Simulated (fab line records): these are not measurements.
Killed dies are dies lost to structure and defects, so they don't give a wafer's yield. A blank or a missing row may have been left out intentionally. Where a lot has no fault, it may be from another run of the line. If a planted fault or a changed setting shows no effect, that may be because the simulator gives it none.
fab line records :: flow n5-finfet
record
  lots=4
  wafers=12
  last-day=16
route steps=1938 shown BEOL_M7@1293 BEOL_M8@1332 PASSIVATION@1936
lots that met no fault: taken from a fault-free run of the same line
start-h: hours from the record's opening day to when the first of the lot's shown wafers began :: wait-h: hours elapsed since this lot's preceding step :: " unchanged from the row above :: L1.1+2: a row that stands for several wafers :: - value missing, or start not given :: * or withheld: withheld :: < > ~ a bound
route shown NAME@n: a module of which the file shows steps, and the number in the route of the first :: usual: average and standard deviation across the fault-free wafers :: same: alike in all rows :: chamber/n: place in a boat :: sites: per-site readings :: _std_site: the values' standard deviation :: _edge_site: outer sites' mean less inner sites' :: radius-mm: for every site, how far away it sits from the centre of the wafer :: mask NAME#n: copy n :: behind: tool/chamber where the wafer was last shaped :: hold: cause of the lot's hold/its duration in hours/its outcome :: device: names the non-switching transistor (n, p or np) :: end of line: tests run on the same wafers once the route is complete :: where a step has no rows: the recipe by itself :: killed: at the first sort, the dies lost to defects and structure; wafer yield is something else :: map: shows each die of a wafer: x if killed, . if not, _ if none is there
set.NAME: the setting that was run; set.NAME@STEP: the one run at that earlier step :: model.NAME: the simulator's own value behind a step, which no gauge read
lots at selected steps of the route; one table per step, one row per wafer
services: the hour from which a tool's chamber was out of use, counted from the record's first day as start-h (under 0 if before that day), plus the number of hours and why
## steps
# step N5_BEOL_M7_EXPOSE_25
# recipe
  mask-id=V6
  na=0.33
  source-shape=annular
  sigma-inner=0.4
  sigma-outer=0.8
  polarization=unpolarized
  target-cd-nm=40
  dose-mj=42.5
# step N5_BEOL_M7_PEB_26
# recipe
  peb-temp-c=100
  peb-time-s=60
  resist=CAR-EUV
# step N5_BEOL_M7_DEVELOP_27
# recipe
  develop-time-s=30
  developer=TMAH
  resist=CAR-EUV
  rinse-liquid=surfactant-rinse
  dry=air-spin
  dev-temp-c=23
# step N5_BEOL_M7_DESCUM_33
# recipe
  chemistry=O2
  time-s=7
  source-power-w=50
  bias-power-w=20
  pressure-mtorr=20
  rf-frequency-hz=2.712e+07
  temp-c=40
  resist=CAR-EUV
  o2-flow-sccm=225
# step N5_BEOL_M7_ETCH_72
# recipe
  chemistry=N2/H2
  target=underlayer
  target-depth-a=65
  mask-material=CAR-EUV
  time-s=5.2
  ion-energy-ev=200
  pressure-mtorr=30
  source-w=840
  bias-w=150
  n2-flow-sccm=200
  h2-flow-sccm=200
  ends=cleared
# step N5_BEOL_M7_ETCH_65
# recipe
  chemistry=CF4
  target=SiARC
  target-depth-a=156
  mask-material=CAR-EUV
  time-s=26
  ion-energy-ev=80
  pressure-mtorr=40
  source-w=545
  bias-w=36
  Ar_flow_sccm=100
  cf4-flow-sccm=100
  ends=cleared
# step N5_BEOL_M7_ETCH_66
# recipe
  chemistry=N2/H2
  target=SOC
  target-depth-a=800
  overetch-a=160
  mask-material=SiARC
  temp-c=40
  time-s=120
  ion-energy-ev=200
  pressure-mtorr=30
  source-w=840
  bias-w=150
  n2-flow-sccm=200
  h2-flow-sccm=200
# step N5_BEOL_M7_STRIP_69
# recipe
  chemistry=N2/H2
  temp-c=40
  n2-flow-sccm=200
  h2-flow-sccm=200
  rf-frequency-hz=6e+07
# step N5_BEOL_M7_STRIP_73
# recipe
  chemistry=N2/H2
  temp-c=40
  n2-flow-sccm=200
  h2-flow-sccm=200
  rf-frequency-hz=6e+07
# step N5_BEOL_M7_VIA_ETCH_34
# recipe
  chemistry=C4F6/O2
  target=SiCOH_lowk
  target-depth-a=1255
  mask-material=SOC
  taper-deg=4
  time-s=50.5
  ion-energy-ev=250
  pressure-mtorr=30
  source-w=345
  bias-w=185
  Ar_flow_sccm=300
  C4F6_flow_sccm=10
  O2_flow_sccm=10
# usual
  drypump-motor-current-A=5.7/0.41
  oes-product-au=0.80/0.092
  rf-fwd-power-W=341.1/1.3
  rf-vpp-V=665/17
  showerhead-plenum-p-Torr=2.86/0.11
  throttle-valve-pct=20.93/0.27
lot.wafer: L731.1
tool: rie-diel-01
chamber: 0
start-h: 203.71
wait-h: 0.0
drypump-motor-current-A: 5.9
oes-product-au: 0.69
rf-fwd-power-W: 340.7
rf-hours-counter-h: 247
rf-vpp-V: 650
showerhead-plenum-p-Torr: 2.79
throttle-valve-pct: 21.27

lot.wafer: L731.3
tool: rie-diel-01
chamber: 3
start-h: 203.71
wait-h: 0.0
drypump-motor-current-A: 6.4
oes-product-au: 0.91
rf-fwd-power-W: 340.9
rf-hours-counter-h: 9
rf-vpp-V: 665
showerhead-plenum-p-Torr: 2.88
throttle-valve-pct: 20.25

lot.wafer: L731.5
tool: rie-diel-01
chamber: 0
start-h: 203.71
wait-h: 0.0
drypump-motor-current-A: 5.9
oes-product-au: 0.69
rf-fwd-power-W: 341.1
rf-hours-counter-h: -
rf-vpp-V: 652
showerhead-plenum-p-Torr: 2.79
throttle-valve-pct: 21.28

lot.wafer: L739.2
tool: rie-diel-01
chamber: 1
start-h: 284.51
wait-h: 0.0
drypump-motor-current-A: 5.2
oes-product-au: 0.66
rf-fwd-power-W: 340.7
rf-hours-counter-h: 250
rf-vpp-V: 654
showerhead-plenum-p-Torr: 2.95
throttle-valve-pct: 21.31

lot.wafer: L739.5
tool: rie-diel-01
chamber: 2
start-h: 284.51
wait-h: 0.0
drypump-motor-current-A: 5.5
oes-product-au: 0.70
rf-fwd-power-W: 342.3
rf-hours-counter-h: -
rf-vpp-V: 656
showerhead-plenum-p-Torr: 2.94
throttle-valve-pct: 21.26

lot.wafer: L739.6
tool: rie-diel-01
chamber: 0
start-h: 284.51
wait-h: 0.0
drypump-motor-current-A: 5.9
oes-product-au: 0.90
rf-fwd-power-W: 339.5
rf-hours-counter-h: -
rf-vpp-V: 649
showerhead-plenum-p-Torr: 2.78
throttle-valve-pct: 20.90

lot.wafer: L737.3
tool: rie-diel-01
chamber: 0
start-h: 285.11
wait-h: 0.0
drypump-motor-current-A: 5.9
oes-product-au: 0.89
rf-fwd-power-W: 339.0
rf-hours-counter-h: 20
rf-vpp-V: 651
showerhead-plenum-p-Torr: 2.78
throttle-valve-pct: 20.92

lot.wafer: L737.5
tool: rie-diel-01
chamber: 1
start-h: 285.11
wait-h: 0.0
drypump-motor-current-A: 5.2
oes-product-au: 0.66
rf-fwd-power-W: 341.0
rf-hours-counter-h: -
rf-vpp-V: 654
showerhead-plenum-p-Torr: 2.95
throttle-valve-pct: 21.30

lot.wafer: L737.6
tool: rie-diel-01
chamber: 2
start-h: 285.11
wait-h: 0.0
drypump-motor-current-A: 5.5
oes-product-au: 0.70
rf-fwd-power-W: 344.3
rf-hours-counter-h: -
rf-vpp-V: 659
showerhead-plenum-p-Torr: 2.94
throttle-valve-pct: 21.27

lot.wafer: L742.1
tool: rie-diel-02
chamber: 0
start-h: 293.75
wait-h: 0.0
drypump-motor-current-A: 5.7
oes-product-au: 0.72
rf-fwd-power-W: 341.2
rf-hours-counter-h: 196
rf-vpp-V: 692
showerhead-plenum-p-Torr: 2.92
throttle-valve-pct: 21.10

lot.wafer: L742.2
tool: rie-diel-02
chamber: 3
start-h: 293.75
wait-h: 0.0
drypump-motor-current-A: 6.3
oes-product-au: 0.75
rf-fwd-power-W: 341.7
rf-hours-counter-h: 148
rf-vpp-V: 671
showerhead-plenum-p-Torr: 2.61
throttle-valve-pct: 20.93

lot.wafer: L742.4
tool: rie-diel-02
chamber: 1
start-h: 293.75
wait-h: 0.0
drypump-motor-current-A: 5.8
oes-product-au: 0.72
rf-fwd-power-W: 341.1
rf-hours-counter-h: 181
rf-vpp-V: 655
showerhead-plenum-p-Torr: 2.84
throttle-valve-pct: 20.90
# step N5_BEOL_M7_STRIP_76
# recipe
  chemistry=C4F6/O2
  resist=SiARC
  rf-frequency-hz=6e+07
# step N5_BEOL_M7_STRIP_36
# recipe
  chemistry=N2/H2
  power-w=450
  temp-c=40
  pressure-mtorr=20
  rf-frequency-hz=6e+07
  overash-fraction=0.3
  bias-power-w=7
  h2-frac=0.5
  n2-flow-sccm=200
  h2-flow-sccm=200
# step N5_BEOL_M7_TRENCH_ETCH_37
# recipe
  chemistry=C4F6/O2
  target-depth-a=934.78
  target=SiCOH_lowk
  time-s=31.2
  ion-energy-ev=250
  pressure-mtorr=30
  source-w=345
  bias-w=185
  Ar_flow_sccm=300
  C4F6_flow_sccm=10
  O2_flow_sccm=10
# step N5_BEOL_M7_ETCH_41
# recipe
  chemistry=CH3F/O2
  target=SiCN
  target-depth-a=319
  taper-deg=2
  time-s=57.8
  ion-energy-ev=120
  mask-material=TiN
  pressure-mtorr=30
  source-w=395
  bias-w=75
  Ar_flow_sccm=150
  CH3F_flow_sccm=30
  O2_flow_sccm=20
# step N5_BEOL_M7_STRIP_80
# recipe
  chemistry=N2/H2
  time-s=10
  power-w=450
  temp-c=40
  pressure-mtorr=20
  rf-frequency-hz=6e+07
  bias-power-w=7
  n2-flow-sccm=200
  h2-flow-sccm=200
# step N5_BEOL_M7_HM_STRIP_39
# recipe
  chemistry=peroxide-tin-strip
  material=TiN
  target-depth-a=250
  temp-c=50
  time-s=158
# step N5_BEOL_M7_SRD_40
# recipe
  time-s=30
  temp-c=23
  rinse-liquid=diw
  dry=ipa-marangoni
# step N5_BEOL_M7_PRECLEAN_42
# recipe
  chemistry=residue-remover
  time-s=60
  temp-c=40
# step N5_BEOL_M7_SRD_43
# recipe
  time-s=30
  temp-c=23
  rinse-liquid=diw
  dry=ipa-marangoni
# step N5_BEOL_M7_CURE_75
# recipe
  temp-c=370
  time-s=120
  ambient=DMADMS/He
  material=SiCOH_lowk
# step N5_BEOL_M7_DEGAS_44
# recipe
  ambient=vacuum
  temp-c=250
  time-s=60
# step N5_BEOL_M7_PRE_CLEAN_45
# recipe
  gas=H2/He
  time-s=30
  temp-c=250
# step N5_BEOL_M7_ALD_77
# recipe
  material=TaN
  target-thk-a=20
  temp-c=275
  ald-precursor-family=PDMAT
  ald-co-reactant=NH3
  pressure-torr=3
  carrier-flow-sccm=1500
  pulse-time-s=2
  purge-time-s=3
  co-reactant-purge-time-s=2
  co-reactant-pulse-time-s=3
  ald-cycles=40
  precursor-vessel-temp-c=75
  precursor-vessel-pressure-torr=26.25
  precursor-vessel-carrier-sccm=1000
# step N5_BEOL_M7_SURFACE_TREAT_79
# recipe
  gas=Ar
  time-s=*
  ion-energy-ev=*
  ion-current-ma-cm2=0.5
  pressure-mtorr=*
  ar-flow-sccm=30
# step N5_BEOL_M7_CVD_78
# recipe
  material=Co
  target-thk-a=20
  temp-c=withheld
  precursor=CCTBA/H2
  pressure-torr=30
  time-s=142.3
# step N5_BEOL_M7_SPUTTER_48
# recipe
  material=Cu
  target-thk-a=100
  temp-c=-20
  bias-v=60
  power-w=26000
  chamber-pressure-pa=0.13
  time-s=1.667
# step N5_BEOL_M7_ECD_50
# recipe
  material=Cu
  target-thk-a=3000
# step N5_BEOL_M7_ANNEAL_51
# recipe
  temp-c=225
  time-s=90
  ambient=N2
# step N5_BEOL_M7_CMP_52
# recipe
  stop-on=SiCOH_lowk
  t-overpolish-s=6.9
  down-force-psi=1
  platen-rpm=50
  clearing-platen-down-force-psi=1.5
  clearing-platen-rpm=50
  post-cmp-clean=cu-alkaline
  target-thk-nm=80
  clearing-platen-pad-velocity-m-s=0.99484
  pad-velocity-m-s=0.99484
# step N5_BEOL_M7_PRE_CLEAN_55
# recipe
  gas=NH3
  time-s=15
  temp-c=withheld
  rf-power-w=300
# step N5_BEOL_M7_DEP_56
# recipe
  material=SiCN
  target-thk-a=100
  temp-c=withheld
  precursor=3MS/NH3
  pressure-torr=3
  rf-w=202
  time-s=17.5
# step N5_BEOL_M8_ILD_DEP_00
# recipe
  material=SiCOH_lowk
  target-thk-a=1797.5
  temp-c=300
  precursor=DEMS/porogen
  pressure-torr=5
  rf-w=500
  time-s=33.4
# step N5_BEOL_M8_CURE_74
# recipe
  temp-c=385
  time-s=240
  ambient=He/Ar
  material=SiCOH_lowk
# step N5_PASSIVATION_PROBE_49
# usual
  defect-limited-yield=91.2/1.4
  killed_at_M0_to_M3=33/9.5
  killed_at_M4_up=13/4.7
  killed-at-contacts=11/5.3
  killed-at-front-end=42/12
  killed-at-other=5/3.3
  killed-dies=104/17
  killed-open=67/12
  killed-short=33/7.7
  sort_bin_5_function=5.1/0.94
  sort_bin_6_memory=3.3/0.67
  sort-n-pass=1074/24
  sort-yield-pct=91.1/2
# same
  gross-dies=1180
  killed-at-back-side=0
  sort_bin_4_leakage[%]=0
  sort_bin_8_speed[%]=0
lot.wafer: L731.1
tool: prober-01
chamber: -
start-h: 275.80
wait-h: 0.0
defect-limited-yield[%]: 92.5
killed_at_M0_to_M3: 43
killed_at_M4_up: 5
killed-at-contacts: 6
killed-at-front-end: 28
killed-at-other: 7
killed-dies: 89
killed-open: 60
killed-short: 27
sort_bin_5_function[%]: 3.7
sort_bin_6_memory[%]: 3.5
sort-n-pass: 1091
sort-yield-pct[%]: 92.5

lot.wafer: L731.3
tool: prober-01
chamber: -
start-h: 275.90
wait-h: 0.1
defect-limited-yield[%]: 92.3
killed_at_M0_to_M3: 40
killed_at_M4_up: 9
killed-at-contacts: 8
killed-at-front-end: 28
killed-at-other: 6
killed-dies: 91
killed-open: 53
killed-short: 35
sort_bin_5_function[%]: 4.7
sort_bin_6_memory[%]: 2.6
sort-n-pass: 1089
sort-yield-pct[%]: 92.3

lot.wafer: L731.5
tool: prober-01
chamber: -
start-h: 276.00
wait-h: 0.2
defect-limited-yield[%]: 90.9
killed_at_M0_to_M3: 40
killed_at_M4_up: 10
killed-at-contacts: 13
killed-at-front-end: 39
killed-at-other: 5
killed-dies: 107
killed-open: 72
killed-short: 31
sort_bin_5_function[%]: 5.4
sort_bin_6_memory[%]: 3.4
sort-n-pass: 1073
sort-yield-pct[%]: 90.9

lot.wafer: L739.2
tool: prober-02
chamber: -
start-h: 370.64
wait-h: 0.1
defect-limited-yield[%]: 80.9
killed_at_M0_to_M3: 31
killed_at_M4_up: 147
killed-at-contacts: 8
killed-at-front-end: 38
killed-at-other: 1
killed-dies: 225
killed-open: 45
killed-short: 34
sort_bin_5_function[%]: 12.5
sort_bin_6_memory[%]: 2.9
sort-n-pass: 955
sort-yield-pct[%]: 80.9

lot.wafer: L739.5
tool: prober-02
chamber: -
start-h: 370.79
wait-h: 0.2
defect-limited-yield[%]: 90.3
killed_at_M0_to_M3: 32
killed_at_M4_up: 15
killed-at-contacts: 11
killed-at-front-end: 51
killed-at-other: 5
killed-dies: 114
killed-open: 73
killed-short: 38
sort_bin_5_function[%]: 6.0
sort_bin_6_memory[%]: 3.2
sort-n-pass: 1066
sort-yield-pct[%]: 90.3

lot.wafer: L739.6
tool: prober-02
chamber: -
start-h: 370.84
wait-h: 0.3
defect-limited-yield[%]: 92.1
killed_at_M0_to_M3: 35
killed_at_M4_up: 6
killed-at-contacts: 13
killed-at-front-end: 38
killed-at-other: 1
killed-dies: 93
killed-open: 60
killed-short: 26
sort_bin_5_function[%]: 4.9
sort_bin_6_memory[%]: 2.2
sort-n-pass: 1087
sort-yield-pct[%]: 92.1

lot.wafer: L737.3
tool: prober-01
chamber: -
start-h: 371.66
wait-h: 0.1
defect-limited-yield[%]: 91.2
killed_at_M0_to_M3: 26
killed_at_M4_up: 19
killed-at-contacts: 19
killed-at-front-end: 37
killed-at-other: 3
killed-dies: 104
killed-open: 70
killed-short: 30
sort_bin_5_function[%]: 5.2
sort_bin_6_memory[%]: 3.1
sort-n-pass: 1076
sort-yield-pct[%]: 91.2

lot.wafer: L737.5
tool: prober-01
chamber: -
start-h: 371.76
wait-h: 0.2
defect-limited-yield[%]: 80.7
killed_at_M0_to_M3: 17
killed_at_M4_up: 157
killed-at-contacts: 18
killed-at-front-end: 35
killed-at-other: 1
killed-dies: 228
killed-open: 50
killed-short: 24
sort_bin_5_function[%]: 11.4
sort_bin_6_memory[%]: 4.4
sort-n-pass: 952
sort-yield-pct[%]: 80.7

lot.wafer: L737.6
tool: prober-01
chamber: -
start-h: 371.81
wait-h: 0.3
defect-limited-yield[%]: 92.3
killed_at_M0_to_M3: 29
killed_at_M4_up: 10
killed-at-contacts: 9
killed-at-front-end: 43
killed-at-other: 0
killed-dies: 91
killed-open: 63
killed-short: 25
sort_bin_5_function[%]: 4.8
sort_bin_6_memory[%]: 2.7
sort-n-pass: 1089
sort-yield-pct[%]: 92.3

lot.wafer: L742.1
tool: prober-02
chamber: -
start-h: 388.04
wait-h: 0.0
defect-limited-yield[%]: 92.5
killed_at_M0_to_M3: 22
killed_at_M4_up: 15
killed-at-contacts: 5
killed-at-front-end: 44
killed-at-other: 2
killed-dies: 88
killed-open: 56
killed-short: 25
sort_bin_5_function[%]: 4.0
sort_bin_6_memory[%]: 2.6
sort-n-pass: 1092
sort-yield-pct[%]: 92.5

lot.wafer: L742.2
tool: prober-02
chamber: -
start-h: 388.09
wait-h: 0.1
defect-limited-yield[%]: 92.4
killed_at_M0_to_M3: 36
killed_at_M4_up: 10
killed-at-contacts: 3
killed-at-front-end: 33
killed-at-other: 8
killed-dies: 90
killed-open: 57
killed-short: 31
sort_bin_5_function[%]: 4.3
sort_bin_6_memory[%]: 3.1
sort-n-pass: 1090
sort-yield-pct[%]: 92.4

lot.wafer: L742.4
tool: prober-02
chamber: -
start-h: 388.19
wait-h: 0.2
defect-limited-yield[%]: 91.2
killed_at_M0_to_M3: 19
killed_at_M4_up: 16
killed-at-contacts: 9
killed-at-front-end: 40
killed-at-other: 20
killed-dies: 104
killed-open: 59
killed-short: 42
sort_bin_5_function[%]: 4.5
sort_bin_6_memory[%]: 3.7
sort-n-pass: 1076
sort-yield-pct[%]: 91.2
# killed by level:class
L731.1 BEOL_M0_SAQP:geometric-particle:open=9 BEOL_M0_SAQP:geometric-particle:short=9 BEOL_M2:geometric-particle:open=9 BEOL_M3:geometric-particle:open=8 STI_FIN_REVEAL:geometric-particle:open=7 FIN_SAQP:geometric-particle:open=5 MOL_CONTACT_COAG:geometric-particle:open=4 DUMMY_GATE:geometric-particle:open=3
L731.3 BEOL_M0_SAQP:geometric-particle:short=13 BEOL_M0_SAQP:geometric-particle:open=9 STI_FIN_REVEAL:geometric-particle:open=8 FIN_SAQP:geometric-particle:short=7 MOL_CONTACT_COAG:geometric-particle:open=7 FIN_SAQP:geometric-particle:open=5 BEOL_M3:geometric-particle:open=5 BEOL_M0:geometric-particle:open=3
L731.5 BEOL_M3:geometric-particle:open=14 MOL_CONTACT_COAG:geometric-particle:open=11 BEOL_M2:geometric-particle:open=11 FIN_SAQP:geometric-particle:open=7 FIN_SAQP:geometric-particle:short=6 STI_FIN_REVEAL:geometric-particle:short=5 STI_FIN_REVEAL:geometric-particle:open=4 DUMMY_GATE:geometric-particle:open=4
L739.2 BEOL_M7:unspecified=137 BEOL_M0_SAQP:geometric-particle:short=10 FIN_SAQP:geometric-particle:short=9 MOL_CONTACT_COAG:geometric-particle:open=8 FIN_SAQP:geometric-particle:open=7 GATE_CUT:geometric-particle:short=6 BEOL_M0_SAQP:geometric-particle:open=5 BEOL_M1:geometric-particle:open=5
L739.5 FIN_SAQP:geometric-particle:open=16 FIN_SAQP:geometric-particle:short=11 BEOL_M0_SAQP:geometric-particle:open=10 MOL_CONTACT_COAG:geometric-particle:open=9 BEOL_M4:geometric-particle:open=9 BEOL_M0_SAQP:geometric-particle:short=8 BEOL_M3:geometric-particle:open=6 STARTING-WAFER:geometric-particle:open=5
L739.6 FIN_SAQP:geometric-particle:open=16 BEOL_M3:geometric-particle:open=11 MOL_CONTACT_COAG:geometric-particle:open=9 FIN_SAQP:geometric-particle:short=8 BEOL_M0_SAQP:geometric-particle:short=8 BEOL_M0_SAQP:geometric-particle:open=4 HKMG_FIN:area-etch=4 DUMMY_GATE:geometric-particle:open=3
L737.3 MOL_CONTACT_COAG:geometric-particle:open=16 FIN_SAQP:geometric-particle:open=11 FIN_SAQP:geometric-particle:short=5 BEOL_M0_SAQP:geometric-particle:short=5 BEOL_M0_SAQP:geometric-particle:open=5 BEOL_M2:geometric-particle:open=5 STI_FIN_REVEAL:geometric-particle:open=4 BEOL_M3:geometric-particle:open=4
L737.5 BEOL_M7:unspecified=149 MOL_CONTACT_COAG:geometric-particle:open=13 FIN_SAQP:geometric-particle:open=9 FIN_SAQP:geometric-particle:short=8 BEOL_M0_SAQP:geometric-particle:open=5 BEOL_M2:geometric-particle:open=5 STI_FIN_REVEAL:geometric-particle:open=4 GATE_CUT:geometric-particle:open=4
L737.6 FIN_SAQP:geometric-particle:open=14 BEOL_M0_SAQP:geometric-particle:open=8 FIN_SAQP:geometric-particle:short=7 MOL_CONTACT_COAG:geometric-particle:open=7 BEOL_M3:geometric-particle:open=7 BEOL_M0_SAQP:geometric-particle:short=6 GATE_CUT:geometric-particle:open=4 STARTING-WAFER:geometric-particle:open=4
L742.1 BEOL_M4:geometric-particle:open=9 HKMG_FIN:area-etch=7 STI_FIN_REVEAL:geometric-particle:open=6 BEOL_M0_SAQP:geometric-particle:short=6 BEOL_M3:geometric-particle:open=6 STARTING-WAFER:geometric-particle:open=5 DUMMY_GATE:geometric-particle:open=5 MOL_CONTACT_COAG:geometric-particle:open=5
L742.2 BEOL_M2:geometric-particle:open=11 BEOL_M1:geometric-particle:open=7 GATE_CUT:geometric-particle:short=6 BEOL_M0_SAQP:geometric-particle:short=6 BEOL_M4:geometric-particle:open=5 STARTING-WAFER:geometric-particle:open=5 FIN_SAQP:geometric-particle:open=4 BEOL_M0_SAQP:geometric-particle:open=4
L742.4 FIN_SAQP:geometric-particle:open=11 PASS1_CAP:geometric-particle:open=9 GATE_CUT:geometric-particle:short=8 MOL_CONTACT_COAG:geometric-particle:open=6 FIN_SAQP:geometric-particle:short=5 STI_FIN_REVEAL:geometric-particle:open=5 BEOL_M4:geometric-particle:open=4 BEOL_M1:geometric-particle:open=4
# map L737.5 (x killed, . not)
_________________....x.......________________
______________x................._____________
___________.................x......__________
__________...x.x.......xx..........._________
________................x............._______
_______.x.x...x........................______
______.xx..x...x........................_____
_____..xxxxxx.xx.........................____
____xxxxxxxxxxxxx.x.........x........x....___
___..xxxxxxxxxxxxxx.....x....x....x........__
___.xxxxxxxxxxxxxxxx....x.......x..........__
__...xxxxxxxxxxxxxx.x..............x....x..._
__...xxxxxxxxxxxxx...........x.........x...._
_x.x.xxxxxxxxxxxxxxx.........................
_....xxxxxxxxxxxx.xx......x..............x...
_....xxxxxxxxxxxxxx........x..........x....x.
_.....x.xxxxxxxxx....................xx.....x
_x.....x.xxxxxx.x.x..xx......................
_...........xxxx..x........x.....x....x..x...
_...........x.x.................x......x.....
_.x.......x.....x......x...x.x...............
__.....x...x........................x......._
__...................x......................_
___.............x.....x...............x....__
___..x......x......x...................x...__
____.x................x.x.................___
_____...x.......................x...xx...____
______.....x.......x...................._____
_______........x....................x..______
________................x..........x.._______
__________.x........x..............._________
___________........................__________
______________..............x..._____________
_________________...........x________________
# map L739.2 (x killed, . not)
_________________..x.........________________
______________....x...........x._____________
___________.......................x__________
__________.....x........x..........._________
________....x..x......................_______
_______........x.......x...............______
______..x.xxxx.x.....................xxx_____
_____.xxxxxxxxx.x........................____
____..xxxxxxxxxxx........................x___
___..xxxxxxxxxxx......x..........x........x__
___...xxxxxxxxxxx......x........x..........__
__..xxxxxxxxxxxxxx.x....x...x..............._
__xx.xxxxxxxxxxxxxx...xx...x................_
_xx.x.xxxxxxxxxxxxx...x......................
_...xxxxxxxxxxxxxxx..x....x.......x....x...x.
_.....xxxxxxxxxxx.x...........x..............
_......xxxxxxxx.xxx................x.........
_.......x.xxxxx..............x..............x
_....x....x..x....x....................x.....
_.x...x.....x..x.....xx......................
_..x....x..x...............x....x..x.....x...
__xx...............x........................_
__...............x..................xx......_
___x......x...x........x......x............__
___.........x...x..........................__
____......x.................x.........x.x.___
_____................................x...____
______.x.....xx........x................_____
_______.......x..x..x........x.........______
________x............................._______
__________..x.....x................x_________
___________.............x...x..x...__________
______________.................._____________
_________________............________________
## services
tool: rie-diel-02
chamber: 1
start-h: 196.13
hours: 24.9
kind: repair

tool: rie-diel-01
chamber: 0
start-h: 211.47
hours: -
kind: clean

tool: rie-diel-01
chamber: 0
start-h: 211.47
hours: -
kind: consumable-replace:focus-ring

tool: rie-diel-01
chamber: 0
start-h: 211.47
hours: 18.4
kind: scheduled-down

tool: rie-diel-01
chamber: 0
start-h: 211.47
hours: 18.4
kind: vent-cycle

tool: rie-diel-01
chamber: 2
start-h: 218.89
hours: 6.3
kind: repair

tool: rie-diel-01
chamber: 3
start-h: 282.73
hours: 4.1
kind: repair

tool: rie-diel-01
chamber: 1
start-h: 286.82
hours: -
kind: clean

tool: rie-diel-01
chamber: 1
start-h: 286.82
hours: -
kind: consumable-replace:focus-ring

tool: rie-diel-01
chamber: 1
start-h: 286.82
hours: 26.8
kind: scheduled-down

tool: rie-diel-01
chamber: 1
start-h: 286.82
hours: 26.8
kind: vent-cycle
## key
first-sign
  step=N5_PASSIVATION_PROBE_49
  reading=killed_at_M4_up
  direction=up
  sigmas=30
  usual=13
  struck=152
effect
  step=N5_PASSIVATION_PROBE_49
  reading=defect-limited-yield
  direction=down
  sigmas=7.4
  usual=91.2
  struck=80.8
more-kills-born-at
  N5_BEOL_M7_VIA_ETCH_34@rie-diel-01=286
met-at N5_BEOL_M7_VIA_ETCH_34
struck-wafers L737.5,L739.2
fault
  kind=chamber-particle-source
  tool=rie-diel-01
  chamber=1
  onset-h=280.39
  steps=N5_BEOL_M7_VIA_ETCH_34
  rate-per-visit-cm2=1.4818
  end-h=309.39
